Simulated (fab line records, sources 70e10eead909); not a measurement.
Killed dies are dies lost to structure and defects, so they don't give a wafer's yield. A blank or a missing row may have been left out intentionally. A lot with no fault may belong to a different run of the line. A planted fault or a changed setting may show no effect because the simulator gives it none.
Which tool did it? -- flow nand-harc -- 37 wafers from 13 lots sampled at 5 of the route's 1302 steps

## WHAT THE GAUGES READ, wafer by wafer
NHARC_END_SORT_01.
lot,measured,on,killed-at-array,killed-at-other,killed-at-periphery,killed-dies,killed-open,killed-short
L669,day 25 18:49,prober-02,25 18 25,2 1 2,1 0 1,28 19 28,2 3 2,0 1 2
L676,day 29 02:59,prober-02,100 94,3 0,3 4,106 98,5 4,1 0

## EACH LOT AND THE TOOL THAT RAN IT (in order: tool; ch and the chambers of the sampled wafers; start)
lot,NHARC_A_SLIT_DESCUM_14,NHARC_A_WL_FILL_ALD_00,NHARC_A_WL_FILL_RTA_01,NHARC_A_WL_FILL_ETCHBACK_05
L666,"rie-diel-04 ch 2,3, day 20 04:23","ald-hk-02 ch 0,3, day 20 17:23","rtp-anneal-02 ch 0, day 20 17:41","rie-metal-02 ch 0,1, day 20 19:15"
L667,"rie-diel-10 ch 1,3, day 20 04:32","ald-hk-04 ch 1,2, day 20 17:23","rtp-anneal-01 ch 0, day 20 17:41","rie-metal-01 ch 0, day 20 18:56"
L665,"rie-diel-05 ch 1,2,3, day 20 06:07","ald-hk-03 ch 1,2,3, day 20 21:12","rtp-anneal-02 ch 0, day 20 21:26","rie-metal-03 ch 0,1, day 20 22:42"
L669,"rie-diel-05 ch 0,1,2, day 21 01:59","ald-hk-02 ch 0,2, day 21 15:05","rtp-anneal-01 ch 0, day 21 15:24","rie-metal-02 ch 0,1, day 21 16:42"
L674,"rie-diel-10 ch 2,3, day 23 12:25","ald-hk-04 ch 0,2, day 24 04:56","rtp-anneal-01 ch 0, day 24 05:07","rie-metal-02 ch 1, day 24 06:23"
L676,"rie-diel-10 ch 1,3, day 24 09:49","ald-hk-04 ch 0,2, day 24 22:51","rtp-anneal-02 ch 0, day 24 23:07","rie-metal-03 ch 1, day 25 00:22"
L677,"rie-diel-10 ch 2,3, day 24 18:27","ald-hk-04 ch 1,2, day 25 07:29","rtp-anneal-02 ch 0, day 25 07:49","rie-metal-02 ch 0,1, day 25 09:06"
L679,"rie-diel-04 ch 0,2, day 25 09:51","ald-hk-03 ch 0,1, day 26 00:23","rtp-anneal-02 ch 0, day 26 00:40","rie-metal-02 ch 0,1, day 26 01:55"
L684,"rie-diel-05 ch 2,3, day 27 15:40","ald-hk-03 ch 0,1,2, day 28 04:49","rtp-anneal-02 ch 0, day 28 05:05","rie-metal-02 ch 0,1, day 28 06:31"
L683,"rie-diel-05 ch 1,2,3, day 27 18:14","ald-hk-04 ch 0,1,3, day 28 08:29","rtp-anneal-02 ch 0, day 28 08:43","rie-metal-03 ch 0,1, day 28 09:58"
L686,"rie-diel-10 ch 0, day 28 12:32","ald-hk-04 ch 1,2,3, day 29 02:15","rtp-anneal-02 ch 0, day 29 02:32","rie-metal-02 ch 0,1, day 29 03:53"
L688,"rie-diel-05 ch 1,2,3, day 28 17:15","ald-hk-02 ch 0,2,3, day 29 06:42","rtp-anneal-02 ch 0, day 29 06:59","rie-metal-03 ch 0,1, day 29 08:14"
L687,"rie-diel-10 ch 0,3, day 28 18:34","ald-hk-02 ch 1,2, day 29 06:34","rtp-anneal-01 ch 0, day 29 06:53","rie-metal-01 ch 0,1, day 29 08:05"
- NHARC_A_SLIT_DESCUM_14: chemistry O2, time 3 s.
- NHARC_A_WL_FILL_ALD_00: deposits Al2O3, target thk 3 nm, pulse time 3 s, ald cycles 30.
- NHARC_A_WL_FILL_RTA_01: time 5 s.
- NHARC_A_WL_FILL_ETCHBACK_05: etches the open film in Cl2/BCl3, target depth 22 nm, time 60 s.

## WHAT THE TOOLS THEMSELVES READ (means of the sampled wafers that have a number; where no wafer has one, the mark that the record gives instead)
NHARC_A_SLIT_DESCUM_14.
lot,tool,drypump-motor-current-A (A),oes-product-au (a.u.),rf-vpp-V (V),showerhead-plenum-p-Torr (Torr),throttle-valve-pct (%)
L666,rie-diel-04,6.2,0.997,58.2,1.96,11.309
L667,rie-diel-10,5.8,1.007,57.9,1.96,11.314
L665,rie-diel-05,6.0,0.992,58.5,1.96,11.319
L669,rie-diel-05,6.0,0.988,57.6,1.96,11.313
L674,rie-diel-10,5.7,1.006,58.1,2.01,11.304
L676,rie-diel-10,5.6,0.998,58.8,1.94,11.309
L677,rie-diel-10,5.6,1.002,58.1,2.01,11.312
L679,rie-diel-04,6.1,0.989,57.8,1.92,11.316
L684,rie-diel-05,5.9,0.986,58.8,2.00,11.308
L683,rie-diel-05,6.0,0.992,57.8,1.96,11.312
L686,rie-diel-10,5.5,0.995,56.9,1.79,11.310
L688,rie-diel-05,6.1,0.992,58.3,1.96,11.310
L687,rie-diel-10,5.6,1.002,58.2,1.86,11.317

NHARC_A_WL_FILL_ALD_00.
lot,tool,heater-power-outer-w (W),heater-power-w (W),precursor-pulse-height-rel
L666,ald-hk-02,274,472,1.004
L667,ald-hk-04,233,430,1.010
L665,ald-hk-03,247,428,1.014
L669,ald-hk-02,252,427,1.007
L674,ald-hk-04,232,424,0.987
L676,ald-hk-04,232,435,0.991
L677,ald-hk-04,240,442,1.013
L679,ald-hk-03,268,470,0.996
L684,ald-hk-03,252,449,0.999
L683,ald-hk-04,243,439,0.983
L686,ald-hk-04,248,462,0.984
L688,ald-hk-02,268,468,0.989
L687,ald-hk-02,237,424,1.016

NHARC_A_WL_FILL_RTA_01.
lot,tool,lamp-power-pct (%),wafer_temp_C_max
L666,rtp-anneal-02,26.8,1004.3
L667,rtp-anneal-01,29.2,1003.6
L665,rtp-anneal-02,26.8,1003.5
L669,rtp-anneal-01,29.2,1003.7
L674,rtp-anneal-01,29.2,1003.1
L676,rtp-anneal-02,26.8,1004.1
L677,rtp-anneal-02,26.8,1003.9
L679,rtp-anneal-02,26.8,1003.7
L684,rtp-anneal-02,26.8,1004.4
L683,rtp-anneal-02,26.8,1004.7
L686,rtp-anneal-02,26.8,1004.2
L688,rtp-anneal-02,26.8,1004.0
L687,rtp-anneal-01,29.2,1003.5

NHARC_A_WL_FILL_ETCHBACK_05.
lot,tool,drypump-motor-current-A (A),oes-product-au (a.u.),temp-c (C)
L666,rie-metal-02,5.45,1.016,40.01
L667,rie-metal-01,5.31,1.005,40.05
L665,rie-metal-03,5.68,1.002,40.03
L669,rie-metal-02,5.44,1.010,39.89
L674,rie-metal-02,5.23,1.017,40.20
L676,rie-metal-03,5.83,0.996,40.11
L677,rie-metal-02,5.43,1.012,40.05
L679,rie-metal-02,5.42,1.010,40.03
L684,rie-metal-02,5.63,1.008,39.99
L683,rie-metal-03,5.49,1.011,40.06
L686,rie-metal-02,5.61,1.018,40.00
L688,rie-metal-03,5.67,1.003,40.09
L687,rie-metal-01,5.15,0.993,40.12

## THE ANSWER, worked out from the rows above alone
Rule: the usual values come from the lots themselves. Put in order of their means at a reading, lots are off if they are a third of the lots or fewer, leave a main group of 4 or more, and stand apart from it by a gap of 3 or more times the standard deviation of the main group's means; of several such gaps the widest counts. Not used: any main group whose means are identical at the precision the tables above print for the reading. Also off: a lot with no number at a reading for which 4 or more lots have one. Any other lot the step has rows for is counted as sound. The gauges are gone through in route order, then the tools' own readings, and for those a lot's mean is taken as printed above. At the first step where some lot is off, the reading lying furthest off is the one used; lots without a number count as furthest.
No lot is off at any reading shown: from this, nothing can be told.

## WHAT WAS PUT IN BY THE SIMULATOR
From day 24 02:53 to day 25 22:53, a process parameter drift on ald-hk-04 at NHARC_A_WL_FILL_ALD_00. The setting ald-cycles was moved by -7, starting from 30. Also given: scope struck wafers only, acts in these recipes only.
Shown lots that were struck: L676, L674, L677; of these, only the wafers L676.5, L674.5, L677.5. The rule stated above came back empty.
